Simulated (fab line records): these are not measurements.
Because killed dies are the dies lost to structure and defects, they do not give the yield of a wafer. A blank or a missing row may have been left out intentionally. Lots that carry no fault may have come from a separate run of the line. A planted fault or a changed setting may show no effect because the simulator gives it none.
fab line records | flow n5Finfet
record: lots: 10 wafers: 29 lastDay: 17
route steps=1938 shown BEOL_M0@742 BEOL_M1@753 BEOL_M4@1111 PASSIVATION@1936
lots that met no fault: from a run of the same line without faults
startH: start of the lot's first displayed wafer, in hours after the record's first day | waitH: hours since the lot's step before | " repeats the value in the row above | L1.1+2: one row covering several wafers at once | - either no value or no given start | * or withheld: withheld | < > ~ a bound
route shown NAME@n: names a module that has steps shown in the file, with the first one's number in the route | usual: the fault-free wafers' mean and standard deviation | same: alike in all rows | chamber/n: place in a boat | sites: readings site by site | _std_site: the standard deviation of these | _edge_site: mean of outer sites minus mean of inner sites | radiusMm: for every site, how far away it sits from the centre of the wafer | mask NAME#n: copy n | behind: the most recent tool/chamber to have shaped the wafer | hold: cause of the lot's hold/its duration in hours/its outcome | device: names the non-switching transistor (n, p or np) | end of line: at the end of the route, the tests of the same wafers | a step given without rows: its recipe and nothing more | killed: count of dies lost to structure and defects at first sort (not the wafer's yield) | map: dies across one wafer; x = killed, . = not, _ = none there
set.NAME: the setting as run; set.NAME@STEP: as run at that earlier step | model.NAME: the simulator's own value behind a step, which no gauge read
steps of the route over a sample of lots; a table a step, a row a wafer
services: the hour from which a tool's chamber was out of use, counted from the record's first day as startH (under 0 if before that day), plus the number of hours and why
== steps ==
step: N5_BEOL_M0_ANNEAL_119
recipe: tempC: 225 timeS: 90 ambient: N2
usual: wafer_temp_C_max: 226.2/0.31
columns lot.wafer tool chamber startH waitH wafer_temp_C_max
L691.3 rtpAnneal-01 0 123.09 0.4 226.2
L691.5 " 0 " " 226.3
L691.6 " 0 " " 225.7
L692.2 rtpAnneal-01 0 126.86 0.1 227.0
L692.6 " 0 " " 225.9
L701.2 rtpAnneal-01 0 182.45 0.1 226.2
L701.3 " 0 " " 225.8
L701.6 " 0 " " 226.1
L702.1 rtpAnneal-02 0 190.63 0.3 226.0
L702.2 " 0 " " 226.2
L702.4 " 0 " " 225.8
L703.2 rtpAnneal-02 0 193.71 0.1 226.4
L703.3 " 0 " " 225.4
L703.6 " 0 " " 226.0
L706.1 rtpAnneal-01 0 205.80 0.2 226.3
L706.4 " 0 " " 226.2
L706.6 " 0 " " 226.2
L708.2 rtpAnneal-02 0 224.96 0.6 225.8
L708.4 " 0 " " 226.0
L708.6 " 0 " " 225.7
L709.1 rtpAnneal-01 0 233.21 0.1 226.2
L709.5 " 0 " " 226.3
L709.6 " 0 " " 227.0
L712.2 rtpAnneal-01 0 249.29 0.1 226.4
L712.3 " 0 " " 226.7
L712.4 " 0 " " 226.2
L713.2 rtpAnneal-02 0 260.66 0.1 225.5
L713.3 " 0 " " 225.6
L713.6 " 0 " " 225.8
step: N5_BEOL_M0_CMP_120
recipe: stopOn: SiOC tOverpolishS: 6.9 downForcePsi: 1 platenRpm: 50 clearingPlatenDownForcePsi: 1.5 clearingPlatenRpm: 50 postCmpClean: cuAlkaline clearingPlatenPadVelocityMS: 0.99484 padVelocityMS: 0.99484
usual: barrierFieldEndpointS: 3.66/0.14 motorCurrentA: 6.0/0.6 overpolishRunS: 6.900/0.0088 timeToEndpointS: 61.0/3
same: tOverpolishS: 6.9
columns lot.wafer tool chamber startH waitH barrierFieldEndpointS motorCurrentA overpolishRunS timeToEndpointS
L691.3 cmp-03 1 123.38 0.2 3.73 5.2 6.914 63.4
L691.6 " 3 " " 3.76 5.3 6.895 59.7
L691.5 " 0 " " 3.81 5.2 6.917 58.9
L692.2 cmp-03 2 127.15 0.2 3.75 6.4 6.897 61.5
L692.6 " 2 " " 3.94 6.4 6.889 62.6
L701.2 cmp-04 3 182.71 0.2 3.44 6.6 6.894 61.2
L701.3 " 0 " " 3.54 6.2 6.909 62.2
L701.6 " 0 " " 3.44 5.9 6.901 57.8
L702.2 cmp-03 0 190.94 0.2 3.63 5.3 6.898 57.3
L702.1 " 1 " " 3.73 5.4 6.897 62.3
L702.4 " 3 " " 3.71 5.4 6.907 63.7
L703.2 cmp-04 2 194.04 0.3 3.65 5.6 6.906 60.2
L703.3 " 3 " " 3.50 6.9 6.895 61.3
L703.6 " 0 " " 3.53 6.0 6.895 57.6
L706.1 cmp-04 0 206.44 0.6 3.87 5.9 6.932 60.8
L706.4 " 1 " " 3.79 6.4 6.893 62.2
L706.6 " 3 " " 3.69 7.3 6.900 61.5
L708.4 cmp-03 1 225.25 0.2 3.55 5.2 6.902 59.6
L708.2 " 3 " " 3.51 5.5 6.898 65.5
L708.6 " 0 " " 3.47 5.2 6.898 61.0
L709.1 cmp-01 0 233.55 0.3 3.40 5.7 6.898 58.2
L709.6 " 3 " " 3.57 5.8 6.913 63.2
L709.5 " 0 " " 3.56 5.1 6.898 58.2
L712.3 cmp-04 3 249.54 0.2 3.61 7.3 6.905 61.4
L712.2 " 0 " " 3.51 6.4 6.898 57.3
L712.4 " 1 " " 3.54 6.7 6.890 58.4
L713.2 cmp-04 2 260.91 0.2 3.52 6.1 6.894 63.8
L713.3 " 3 " " 3.47 6.8 6.903 57.7
L713.6 " 3 " " 3.61 6.8 6.895 58.8
step: N5_BEOL_M0_PRE_CLEAN_131
recipe: gas: NH3/H2 timeS: 15 tempC: * rfPowerW: 300
usual: heaterPowerW: 72/11
columns lot.wafer tool chamber startH waitH heaterPowerW
L691.3 cvdCo-01 0 123.63 0.0 65
L691.5 " 1 " " 55
L691.6 " 0 " " 66
L692.2 cvdCo-01 2 127.44 0.0 77
L692.6 " 1 " " 55
L701.2 cvdCo-02 1 183.09 0.1 87
L701.3 " 2 " " 79
L701.6 " 1 " " 89
L702.1 cvdCo-01 0 191.27 0.0 64
L702.2 " 1 " " 56
L702.4 " 2 " " 79
L703.2 cvdCo-01 1 194.30 0.0 55
L703.3 " 2 " " 79
L703.6 " 1 " " 55
L706.1 cvdCo-02 0 206.69 0.0 75
L706.4 " 0 " " 77
L706.6 " 2 " " 81
L708.2 cvdCo-01 1 225.54 0.0 55
L708.4 " 1 " " 54
L708.6 " 2 " " 79
L709.1 cvdCo-02 2 233.85 0.0 82
L709.5 " 2 " " 83
L709.6 " 1 " " 88
L712.2 cvdCo-01 0 249.87 0.0 66
L712.3 " 1 " " 55
L712.4 " 0 " " 66
L713.2 cvdCo-02 0 261.24 0.0 74
L713.3 " 2 " " 82
L713.6 " 0 " " 73
step: N5_BEOL_M1_PECVD_72
recipe: material: SiO2 targetThkA: 160 tempC: 400 precursor: TEOS/O2 pressureTorr: 5.5 rfW: 450 teosFlowSccm: 53.8 gas: O2 flowSccm: 3000 timeS: 18
usual: chamberPressureTorr: 5.499/0.012 heaterPowerW: 734/96 showerheadPlenumPTorr: 8.74/0.041 susceptorTempC: 399.99/0.23 throttleValvePct: 22.7/1.7
columns lot.wafer tool chamber startH waitH chamberPressureTorr heaterPowerW showerheadPlenumPTorr susceptorTempC throttleValvePct
L691.3 pecvd-03 1 124.02 0.0 5.496 765 8.73 399.88 23.5
L691.5 " 1 " " 5.505 760 8.73 400.03 23.3
L691.6 " 0 " " 5.513 897 8.73 399.97 23.5
L692.2 pecvd-03 2 127.83 0.0 5.502 575 8.72 399.85 21.5
L692.6 " 0 " " 5.507 851 8.73 399.86 23.3
L701.2 pecvd-04 0 183.49 0.0 5.507 655 8.66 399.93 22.4
L701.3 " 1 " " 5.495 732 8.79 400.22 25.4
L701.6 " 2 " " 5.517 730 8.71 399.75 20.7
L702.1 pecvd-03 0 191.66 0.0 5.502 656 8.74 378.42 22.9
L702.2 " 2 " " 5.512 549 8.71 378.77 21.8
L702.4 " 0 " " 5.481 670 8.76 378.26 23.4
L703.2 pecvd-03 1 194.74 0.0 5.499 621 8.74 378.56 23.2
L703.3 " 2 " " 5.486 562 8.72 378.55 21.7
L703.6 " 0 " " 5.505 716 8.71 378.66 23.4
L706.1 pecvd-01 0 207.08 0.0 5.515 882 8.77 400.17 22.5
L706.4 " 1 " " 5.496 613 8.73 400.10 24.9
L706.6 " 0 " " 5.518 890 8.79 400.08 22.6
L708.2 pecvd-04 0 225.93 0.0 5.481 704 8.65 399.86 22.8
L708.4 " 2 " " 5.499 640 8.73 399.86 20.5
L708.6 " 0 " " 5.484 698 8.66 400.13 22.7
L709.1 pecvd-01 0 234.24 0.0 5.495 840 8.79 399.83 22.5
L709.5 " 2 " " 5.483 541 8.77 400.02 20.4
L709.6 " 1 " " 5.495 677 8.73 399.88 24.9
L712.2 pecvd-03 1 250.26 0.0 5.513 854 8.74 400.19 23.4
L712.3 " 0 " " 5.479 795 8.71 399.86 23.2
L712.4 " 1 " " 5.509 859 8.74 400.04 23.2
L713.2 pecvd-04 2 261.63 0.0 5.497 711 8.75 399.67 20.5
L713.3 " 2 " " 5.518 712 8.73 399.43 20.5
L713.6 " 1 " " 5.508 723 8.83 399.98 26.0
step: N5_BEOL_M1_CMP_52
recipe: stopOn: SiOC tOverpolishS: 6.8 downForcePsi: 1 platenRpm: 50 clearingPlatenDownForcePsi: 1.5 clearingPlatenRpm: 50 postCmpClean: cuAlkaline targetThkNm: 40 clearingPlatenPadVelocityMS: 0.99484 padVelocityMS: 0.99484
usual: barrierFieldEndpointS: 24.6/0.78 motorCurrentA: 6.0/0.66
columns lot.wafer tool chamber startH waitH barrierFieldEndpointS motorCurrentA
L691.3 cmp-01 2 131.67 0.3 25.4 7.2
L691.6 " 1 " " 24.7 6.0
L691.5 " 2 " " 25.5 7.3
L692.2 cmp-01 0 136.06 0.4 25.4 5.6
L692.6 " 0 " " 24.9 5.4
L701.2 cmp-01 1 191.94 0.3 23.6 6.3
L701.3 " 2 " " 25.3 7.2
L701.6 " 3 " " 25.1 5.8
L702.4 cmp-02 2 200.37 0.1 26.6 5.3
L702.2 " 3 " " 27.6 5.9
L702.1 " 1 " " 26.1 5.1
L703.2 cmp-01 3 204.05 0.5 27.3 5.7
L703.3 " 0 " " 26.6 5.3
L703.6 " 2 " " 28.9 6.9
L706.1 cmp-01 0 214.95 0.3 23.5 5.4
L706.4 " 2 " " 26.1 7.2
L706.6 " 0 " " 23.6 5.1
L708.4 cmp-04 1 231.78 0.2 24.4 6.7
L708.2 " 2 " " 23.5 5.5
L708.6 " 0 " " 24.3 5.5
L709.1 cmp-04 3 241.11 0.3 23.8 7.0
L709.6 " 2 " " 25.8 5.7
L709.5 " 3 " " 24.0 6.9
L712.4 cmp-02 1 260.44 0.1 25.1 4.9
L712.3 " 3 " " 25.8 6.6
L712.2 " 0 " " 24.6 6.3
L713.2 cmp-02 3 270.72 0.4 25.5 6.5
L713.3 " 0 " " 25.1 6.1
L713.6 " 2 " " 24.4 5.4
step: N5_BEOL_M4_RC_MEAS_101
usual: DIBL_N: 36.3/1.6 DIBL_P: 36.2/2.1 IOFF_N: 0.16/0.031 IOFF_P: 0.21/0.034 ION_N: 673/11 ION_P: 461/7.4 SS_N: 71.6/0.55 SS_P: 73.3/0.66 VT_N: 251/3.2 VT_P: -251/3.5
columns lot.wafer tool chamber startH waitH DIBL_N[mV/V] DIBL_P[mV/V] IOFF_N[nA/um] IOFF_P[nA/um] ION_N[uA/um] ION_P[uA/um] SS_N[mV/dec] SS_P[mV/dec] VT_N[mV] VT_P[mV]
L691.3 prober-02 0 159.98 0.3 36.3 36.0 0.14 0.21 683 471 71.0 73.8 254 -254
L691.5 " 0 " " 36.8 36.5 0.14 0.21 665 462 71.5 73.4 253 -253
L691.6 " 0 " " 38.4 37.9 0.17 0.25 676 464 71.2 74.0 250 -251
L692.2 prober-02 0 163.25 0.2 33.4 33.4 0.12 0.15 664 452 70.8 72.9 258 -254
L692.6 " 0 " " 35.0 36.1 0.15 0.20 661 453 71.6 73.3 249 -251
L701.2 prober-01 0 222.41 0.2 35.0 33.8 0.13 0.17 672 456 70.8 72.5 256 -254
L701.3 " 0 " " 37.7 36.7 0.19 0.21 676 456 72.4 73.1 249 -251
L701.6 " 0 " " 36.8 34.5 0.15 0.18 661 453 71.7 72.5 253 -254
L702.1 prober-02 0 229.28 0.0 34.2 36.2 0.13 0.19 672 466 70.9 72.7 253 -252
L702.2 " 0 " " 36.8 39.3 0.18 0.24 669 461 72.6 73.5 246 -248
L702.4 " 0 " " 36.3 38.6 0.17 0.24 689 475 71.2 74.0 247 -247
L703.2 prober-01 0 236.46 0.2 37.8 37.6 0.15 0.21 675 460 72.0 73.3 252 -253
L703.3 " 0 " " 38.2 37.3 0.17 0.19 673 450 72.4 73.8 249 -257
L703.6 " 0 " " 36.2 36.6 0.14 0.18 660 453 71.2 73.5 251 -256
L706.1 prober-02 0 245.44 0.0 37.3 38.7 0.19 0.27 687 475 71.9 73.0 245 -241
L706.4 " 0 " " 33.8 33.8 0.12 0.20 680 476 70.7 72.2 252 -248
L706.6 " 0 " " 35.9 36.8 0.17 0.24 680 469 71.6 73.1 247 -244
L708.2 prober-01 0 261.83 0.2 37.7 38.2 0.18 0.22 687 465 71.7 73.5 249 -252
L708.4 " 0 " " 37.0 36.0 0.15 0.20 668 461 72.2 73.6 250 -255
L708.6 " 0 " " 38.1 37.4 0.19 0.23 676 464 72.0 73.1 250 -248
L709.1 prober-01 0 268.94 0.0 36.5 37.0 0.16 0.20 669 462 72.3 73.6 251 -249
L709.5 " 0 " " 36.2 36.8 0.15 0.20 665 460 71.2 73.7 251 -251
L709.6 " 0 " " 35.5 34.7 0.13 0.17 661 452 71.5 73.0 256 -253
L712.2 prober-01 0 295.65 0.2 34.2 32.7 0.10 0.14 656 455 70.4 71.8 257 -254
L712.3 " 0 " " 37.2 37.0 0.15 0.19 667 456 71.2 72.6 251 -253
L712.4 " 0 " " 36.9 36.4 0.14 0.19 666 463 71.6 72.9 252 -255
L713.2 prober-01 0 298.01 0.2 37.9 38.5 0.19 0.23 687 466 71.7 74.6 248 -249
L713.3 " 0 " " 39.1 41.1 0.23 0.28 697 472 73.3 74.0 245 -248
L713.6 " 0 " " 39.1 41.7 0.25 0.29 708 478 72.5 74.3 243 -248
step: N5_PASSIVATION_PROBE_49
usual: defectLimitedYield: 91.5/1.5 killed_at_M0_to_M3: 32/9.4 killed_at_M4_up: 12/5.1 killedAtContacts: 11/7.4 killedAtFrontEnd: 41/11 killedAtOther: 3.4/2.5 killedDies: 100/17 killedOpen: 65/14 killedShort: 33/7 sort_bin_5_function: 4.9/0.96 sort_bin_6_memory: 3.1/0.7 sortNPass: 1080/17 sortYieldPct: 91.5/1.5
same: grossDies: 1180 killedAtBackSide: 0 sort_bin_4_leakage[%]: 0 sort_bin_8_speed[%]: 0
columns lot.wafer tool chamber startH waitH defectLimitedYield[%] killed_at_M0_to_M3 killed_at_M4_up killedAtContacts killedAtFrontEnd killedAtOther killedDies killedOpen killedShort sort_bin_5_function[%] sort_bin_6_memory[%] sortNPass sortYieldPct[%]
L692.2 prober-01 - 255.74 0.1 93.4 26 13 9 27 3 78 48 28 3.6 2.8 1102 93.4
L692.6 prober-01 - 255.94 0.3 92.1 35 6 10 37 5 93 64 29 4.7 3.0 1087 92.1
L691.3 prober-02 - 264.57 0.1 91.5 27 12 17 37 7 100 65 35 4.5 3.7 1080 91.5
L691.5 prober-02 - 264.67 0.2 92.5 15 10 8 50 6 89 58 31 4.6 2.9 1091 92.5
L691.6 prober-02 - 264.72 0.3 92.5 25 9 4 45 6 89 54 26 4.2 2.4 1091 92.5
L701.2 prober-02 - 317.66 0.1 89.7 39 19 20 44 0 122 83 39 5.4 4.3 1058 89.7
L701.3 prober-02 - 317.71 0.1 90.4 45 14 18 35 1 113 80 33 5.2 4.0 1067 90.4
L701.6 prober-02 - 317.86 0.3 89.5 44 13 13 54 0 124 85 37 5.8 4.7 1056 89.5
L703.2 prober-01 - 326.44 0.1 88.5 50 13 10 51 12 136 68 58 6.1 4.4 1044 88.5
L703.3 prober-01 - 326.49 0.1 90.1 40 2 11 61 3 117 78 30 5.6 2.9 1063 90.1
L703.6 prober-01 - 326.64 0.3 91.5 38 10 13 38 1 100 68 21 4.9 2.5 1080 91.5
L702.1 prober-01 - 327.45 0.0 91.5 21 20 8 45 6 100 61 38 5.5 2.5 1080 91.5
L702.2 prober-01 - 327.50 0.1 91.4 36 8 5 48 4 101 64 35 4.7 3.2 1079 91.4
L702.4 prober-01 - 327.60 0.2 92.4 22 9 16 41 2 90 62 28 4.8 2.5 1090 92.4
L706.1 prober-02 - 342.71 0.0 93.7 18 8 7 40 1 74 43 30 3.7 2.4 1106 93.7
L706.4 prober-02 - 342.86 0.2 92.6 29 18 5 34 1 87 57 28 4.5 2.6 1093 92.6
L706.6 prober-02 - 342.96 0.3 93.2 22 12 4 41 1 80 56 24 3.5 2.8 1100 93.2
L708.2 prober-01 - 351.85 0.1 90.9 25 6 16 55 5 107 73 26 3.9 4.3 1073 90.9
L708.4 prober-01 - 351.95 0.2 90.4 33 11 19 49 1 113 68 37 4.8 3.6 1067 90.4
L708.6 prober-01 - 352.05 0.3 91.1 32 7 16 46 4 105 66 35 5.0 3.1 1075 91.1
L709.1 prober-02 - 355.34 0.0 90.1 53 11 2 45 6 117 77 40 5.1 4.6 1063 90.1
L709.5 prober-02 - 355.54 0.2 91.6 33 21 10 28 7 99 71 28 5.1 3.1 1081 91.6
L709.6 prober-02 - 355.59 0.3 92.3 41 17 4 26 3 91 58 33 4.6 2.6 1089 92.3
L712.2 prober-02 - 388.78 0.1 92.4 30 16 3 35 6 90 70 19 5.1 2.5 1090 92.4
L712.3 prober-02 - 388.83 0.1 91.3 44 8 16 31 4 103 77 26 5.3 3.1 1077 91.3
L712.4 prober-02 - 388.88 0.2 91.7 31 11 7 42 7 98 64 26 4.9 2.5 1082 91.7
L713.2 prober-02 - 401.10 0.1 93.4 19 11 1 45 2 78 46 32 3.9 2.4 1102 93.4
L713.3 prober-02 - 401.15 0.1 92.3 36 14 8 33 0 91 62 29 4.9 2.5 1089 92.3
L713.6 prober-02 - 401.30 0.3 93.1 39 13 4 23 2 81 53 27 4.2 2.3 1099 93.1
killed by level:class
L692.2 BEOL_M2:geometricParticle:open=8 DUMMY_GATE:geometricParticle:open=5 MOL_CONTACT_COAG:geometricParticle:open=5 BEOL_M1:geometricParticle:open=5 STI_FIN_REVEAL:geometricParticle:open=4 MOL_CONTACT_COAG:geometricParticle:short=4 BEOL_M4:geometricParticle:open=4 FIN_SAQP:geometricParticle:short=3
L692.6 BEOL_M2:geometricParticle:open=15 MOL_CONTACT_COAG:geometricParticle:open=9 DUMMY_GATE:geometricParticle:open=7 BEOL_M0_SAQP:geometricParticle:short=7 BEOL_M1:geometricParticle:open=7 ILD0:geometricParticle:short=6 STARTING-WAFER:geometricParticle:open=6 STI_FIN_REVEAL:geometricParticle:open=4
L691.3 MOL_CONTACT_COAG:geometricParticle:open=17 FIN_SAQP:geometricParticle:short=10 BEOL_M2:geometricParticle:open=10 STI_FIN_REVEAL:geometricParticle:open=8 BEOL_M0_SAQP:geometricParticle:short=8 STARTING-WAFER:geometricParticle:open=5 GATE_CUT:geometricParticle:short=4 BEOL_M0_SAQP:geometricParticle:open=4
L691.5 FIN_SAQP:geometricParticle:short=14 DUMMY_GATE:geometricParticle:open=9 BEOL_M2:geometricParticle:open=9 MOL_CONTACT_COAG:geometricParticle:open=7 FIN_SAQP:geometricParticle:open=6 STI_FIN_REVEAL:geometricParticle:open=4 GATE_CUT:geometricParticle:open=4 GATE_CUT:geometricParticle:short=4
L691.6 BEOL_M2:geometricParticle:open=10 HKMG_FIN:areaEtch=9 BEOL_M3:geometricParticle:open=7 FIN_SAQP:geometricParticle:open=6 STI_FIN_REVEAL:geometricParticle:open=6 GATE_CUT:geometricParticle:short=6 FIN_SAQP:geometricParticle:short=5 STARTING-WAFER:geometricParticle:open=5
L701.2 MOL_CONTACT_COAG:geometricParticle:open=14 STI_FIN_REVEAL:geometricParticle:open=9 BEOL_M0_SAQP:geometricParticle:short=7 BEOL_M2:geometricParticle:open=7 BEOL_M4:geometricParticle:open=7 DUMMY_GATE:geometricParticle:open=6 MOL_CONTACT_COAG:geometricParticle:short=6 FIN_SAQP:geometricParticle:short=5
L701.3 MOL_CONTACT_COAG:geometricParticle:open=15 BEOL_M3:geometricParticle:open=12 BEOL_M1:geometricParticle:open=11 FIN_SAQP:geometricParticle:open=10 STI_FIN_REVEAL:geometricParticle:open=8 BEOL_M0_SAQP:geometricParticle:short=5 BEOL_M0_SAQP:geometricParticle:open=5 BEOL_M1:geometricParticle:short=5
L701.6 FIN_SAQP:geometricParticle:open=13 MOL_CONTACT_COAG:geometricParticle:open=13 BEOL_M1:geometricParticle:open=11 BEOL_M1:geometricParticle:short=8 STI_FIN_REVEAL:geometricParticle:open=7 ILD0:geometricParticle:open=7 BEOL_M0_SAQP:geometricParticle:short=7 BEOL_M2:geometricParticle:open=5
L703.2 BEOL_M0_SAQP:geometricParticle:short=15 FIN_SAQP:geometricParticle:short=13 BEOL_M0_SAQP:geometricParticle:open=11 HKMG_FIN:areaEtch=10 FIN_SAQP:geometricParticle:open=9 MOL_CONTACT_COAG:geometricParticle:open=8 BEOL_M3:geometricParticle:short=8 BEOL_M3:geometricParticle:open=6
L703.3 FIN_SAQP:geometricParticle:open=17 BEOL_M2:geometricParticle:open=12 STI_FIN_REVEAL:geometricParticle:open=9 MOL_CONTACT_COAG:geometricParticle:open=9 HKMG_FIN:areaEtch=9 BEOL_M3:geometricParticle:open=8 FIN_SAQP:geometricParticle:short=7 DUMMY_GATE:geometricParticle:open=7
L703.6 MOL_CONTACT_COAG:geometricParticle:open=12 HKMG_FIN:areaEtch=11 BEOL_M0_SAQP:geometricParticle:open=9 STI_FIN_REVEAL:geometricParticle:open=8 BEOL_M1:geometricParticle:open=8 BEOL_M4:geometricParticle:open=8 BEOL_M0_SAQP:geometricParticle:short=7 BEOL_M3:geometricParticle:open=7
L702.1 FIN_SAQP:geometricParticle:open=10 STI_FIN_REVEAL:geometricParticle:open=10 FIN_SAQP:geometricParticle:short=9 BEOL_M4:geometricParticle:open=8 MOL_CONTACT_COAG:geometricParticle:open=6 BEOL_M0_SAQP:geometricParticle:open=4 BEOL_M3:geometricParticle:open=4 BEOL_M4:geometricParticle:short=4
L702.2 FIN_SAQP:geometricParticle:open=12 STI_FIN_REVEAL:geometricParticle:open=11 FIN_SAQP:geometricParticle:short=9 BEOL_M2:geometricParticle:open=9 BEOL_M3:geometricParticle:open=6 BEOL_M0_SAQP:geometricParticle:short=5 GATE_CUT:geometricParticle:short=4 DUMMY_GATE:geometricParticle:open=3
L702.4 MOL_CONTACT_COAG:geometricParticle:open=12 STI_FIN_REVEAL:geometricParticle:open=11 FIN_SAQP:geometricParticle:open=7 BEOL_M0_SAQP:geometricParticle:open=6 DUMMY_GATE:geometricParticle:open=5 FIN_SAQP:geometricParticle:short=4 ILD0:geometricParticle:short=4 MOL_CONTACT_COAG:geometricParticle:short=4
L706.1 BEOL_M2:geometricParticle:open=9 STARTING-WAFER:geometricParticle:short=7 GATE_CUT:geometricParticle:short=7 STI_FIN_REVEAL:geometricParticle:open=6 MOL_CONTACT_COAG:geometricParticle:open=5 DUMMY_GATE:geometricParticle:open=4 FIN_SAQP:geometricParticle:short=3 FIN_SAQP:geometricParticle:open=3
L706.4 GATE_CUT:geometricParticle:short=11 BEOL_M4:geometricParticle:open=11 BEOL_M2:geometricParticle:open=10 GATE_CUT:geometricParticle:open=7 BEOL_M0_SAQP:geometricParticle:open=6 STI_FIN_REVEAL:geometricParticle:open=5 MOL_CONTACT_COAG:geometricParticle:open=4 BEOL_M0_SAQP:geometricParticle:short=4
L706.6 BEOL_M2:geometricParticle:open=14 FIN_SAQP:geometricParticle:open=12 BEOL_M4:geometricParticle:open=6 FIN_SAQP:geometricParticle:short=4 DUMMY_GATE:geometricParticle:open=4 GATE_CUT:geometricParticle:short=4 BEOL_M7:geometricParticle:open=4 GATE_CUT:geometricParticle:open=3
L708.2 FIN_SAQP:geometricParticle:open=15 MOL_CONTACT_COAG:geometricParticle:open=13 BEOL_M3:geometricParticle:open=12 FIN_SAQP:geometricParticle:short=8 HKMG_FIN:areaEtch=7 STI_FIN_REVEAL:geometricParticle:open=6 BEOL_M2:geometricParticle:open=5 GATE_CUT:geometricParticle:open=4
L708.4 MOL_CONTACT_COAG:geometricParticle:open=14 FIN_SAQP:geometricParticle:short=11 BEOL_M2:geometricParticle:open=8 HKMG_FIN:areaEtch=8 STI_FIN_REVEAL:geometricParticle:open=7 BEOL_M3:geometricParticle:open=7 MOL_CONTACT_COAG:geometricParticle:short=5 BEOL_M0_SAQP:geometricParticle:short=5
L708.6 STI_FIN_REVEAL:geometricParticle:open=20 MOL_CONTACT_COAG:geometricParticle:open=11 BEOL_M0_SAQP:geometricParticle:short=10 BEOL_M0_SAQP:geometricParticle:open=8 GATE_CUT:geometricParticle:short=5 MOL_CONTACT_COAG:geometricParticle:short=5 BEOL_M3:geometricParticle:open=5 FIN_SAQP:geometricParticle:open=3
L709.1 BEOL_M0_SAQP:geometricParticle:short=18 BEOL_M0_SAQP:geometricParticle:open=14 FIN_SAQP:geometricParticle:open=11 STI_FIN_REVEAL:geometricParticle:open=9 BEOL_M3:geometricParticle:open=7 BEOL_M1:geometricParticle:open=6 BEOL_M2:geometricParticle:open=6 FIN_SAQP:geometricParticle:short=5
L709.5 MOL_CONTACT_COAG:geometricParticle:open=9 BEOL_M4:geometricParticle:open=8 BEOL_M1:geometricParticle:open=7 BEOL_M3:geometricParticle:open=7 BEOL_M0_SAQP:geometricParticle:open=6 FIN_SAQP:geometricParticle:short=4 FIN_SAQP:geometricParticle:open=4 DUMMY_GATE:geometricParticle:open=4
L709.6 BEOL_M0_SAQP:geometricParticle:open=12 BEOL_M1:geometricParticle:open=9 BEOL_M3:geometricParticle:open=6 BEOL_M4:geometricParticle:open=6 FIN_SAQP:geometricParticle:short=5 FIN_SAQP:geometricParticle:open=5 MOL_CONTACT_COAG:geometricParticle:open=4 BEOL_M0_SAQP:geometricParticle:short=4
L712.2 STI_FIN_REVEAL:geometricParticle:open=8 BEOL_M1:geometricParticle:open=8 BEOL_M3:geometricParticle:open=6 BEOL_M4:geometricParticle:open=6 DUMMY_GATE:geometricParticle:open=5 BEOL_M0_SAQP:geometricParticle:open=5 STARTING-WAFER:geometricParticle:open=5 FIN_SAQP:geometricParticle:open=4
L712.3 MOL_CONTACT_COAG:geometricParticle:open=15 BEOL_M0_SAQP:geometricParticle:short=10 BEOL_M3:geometricParticle:open=10 GATE_CUT:geometricParticle:open=7 GATE_CUT:geometricParticle:short=7 BEOL_M1:geometricParticle:open=7 FIN_SAQP:geometricParticle:open=6 BEOL_M0_SAQP:geometricParticle:open=6
L712.4 BEOL_M2:geometricParticle:open=13 STI_FIN_REVEAL:geometricParticle:open=10 BEOL_M3:geometricParticle:open=7 GATE_CUT:geometricParticle:short=6 MOL_CONTACT_COAG:geometricParticle:open=6 BEOL_M0_SAQP:geometricParticle:open=6 BEOL_M4:geometricParticle:open=6 HKMG_FIN:areaEtch=6
L713.2 FIN_SAQP:geometricParticle:short=17 FIN_SAQP:geometricParticle:open=14 BEOL_M0_SAQP:geometricParticle:short=5 BEOL_M0_SAQP:geometricParticle:open=4 BEOL_M1:geometricParticle:open=4 BEOL_M3:geometricParticle:open=4 STI_FIN_REVEAL:geometricParticle:short=3 BEOL_M4:geometricParticle:open=3
L713.3 BEOL_M0_SAQP:geometricParticle:open=12 FIN_SAQP:geometricParticle:short=8 BEOL_M4:geometricParticle:open=8 FIN_SAQP:geometricParticle:open=6 DUMMY_GATE:geometricParticle:open=6 MOL_CONTACT_COAG:geometricParticle:open=5 BEOL_M0_SAQP:geometricParticle:short=5 BEOL_M1:geometricParticle:short=5
L713.6 BEOL_M0_SAQP:geometricParticle:open=10 BEOL_M3:geometricParticle:open=8 DUMMY_GATE:geometricParticle:open=7 BEOL_M1:geometricParticle:open=6 BEOL_M1:geometricParticle:short=5 BEOL_M4:geometricParticle:open=5 MOL_CONTACT_COAG:geometricParticle:open=4 GATE_CUT:geometricParticle:short=4
== services ==
columns tool chamber startH hours kind
pecvd-04 2 99.45 17.2 repair
cmp-04 - 99.77 4.0 pm
cmp-03 - 111.24 4.0 pm
cmp-02 - 134.22 4.5 pm
cmp-03 - 134.79 3.7 pm
pecvd-04 - 135.85 0.9 repair
cvdCo-02 - 136.33 2.8 pm
cmp-03 - 142.53 0.3 repair
pecvd-03 0 146.19 21.5 repair
pecvd-04 1 148.80 8.8 repair
pecvd-04 - 157.10 2.5 repair
cvdCo-01 2 164.89 2.3 repair
pecvd-04 - 166.30 2.6 repair
cmp-01 - 167.23 2.6 repair
cmp-04 - 170.48 3.3 repair
pecvd-03 - 171.75 3.1 repair
cmp-01 - 176.94 11.4 pm
cmp-04 - 187.98 1.9 repair
cvdCo-01 0 192.50 9.5 repair
pecvd-03 1 206.10 6.1 repair
cmp-03 - 228.10 0.5 repair
cmp-01 - 246.07 4.0 pm
cmp-03 - 247.22 0.9 repair
cmp-01 - 266.75 7.0 pm
== key ==
firstSign: step: N5_BEOL_M1_PECVD_72 reading: susceptorTempC direction: down sigmas: 94 usual: * struck: *
effect: step: N5_BEOL_M1_CMP_52 reading: barrierFieldEndpointS direction: up sigmas: 3.4 usual: 24.6 struck: 27.2
metAt N5_BEOL_M1_PECVD_72
struckLots L702,L703
baselineLoss: step: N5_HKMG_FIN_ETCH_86 wafers: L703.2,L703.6
notActingAt N5_BEOL_M0_ANNEAL_119,N5_BEOL_M0_CMP_120,N5_BEOL_M0_PRE_CLEAN_131
onsetBetween 127.83 191.66
fault: kind: processParameterDrift tool: pecvd-03 chamber: - onsetH: 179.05 steps: N5_BEOL_M1_PECVD_72 channel: tempC offset: * shape: step endH: 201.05 actsIn: * stated: *
baselineLoss: these wafers lose ten dies or more at that step, a loss of the line's own and not of a fault; the sort's usual values leave them out
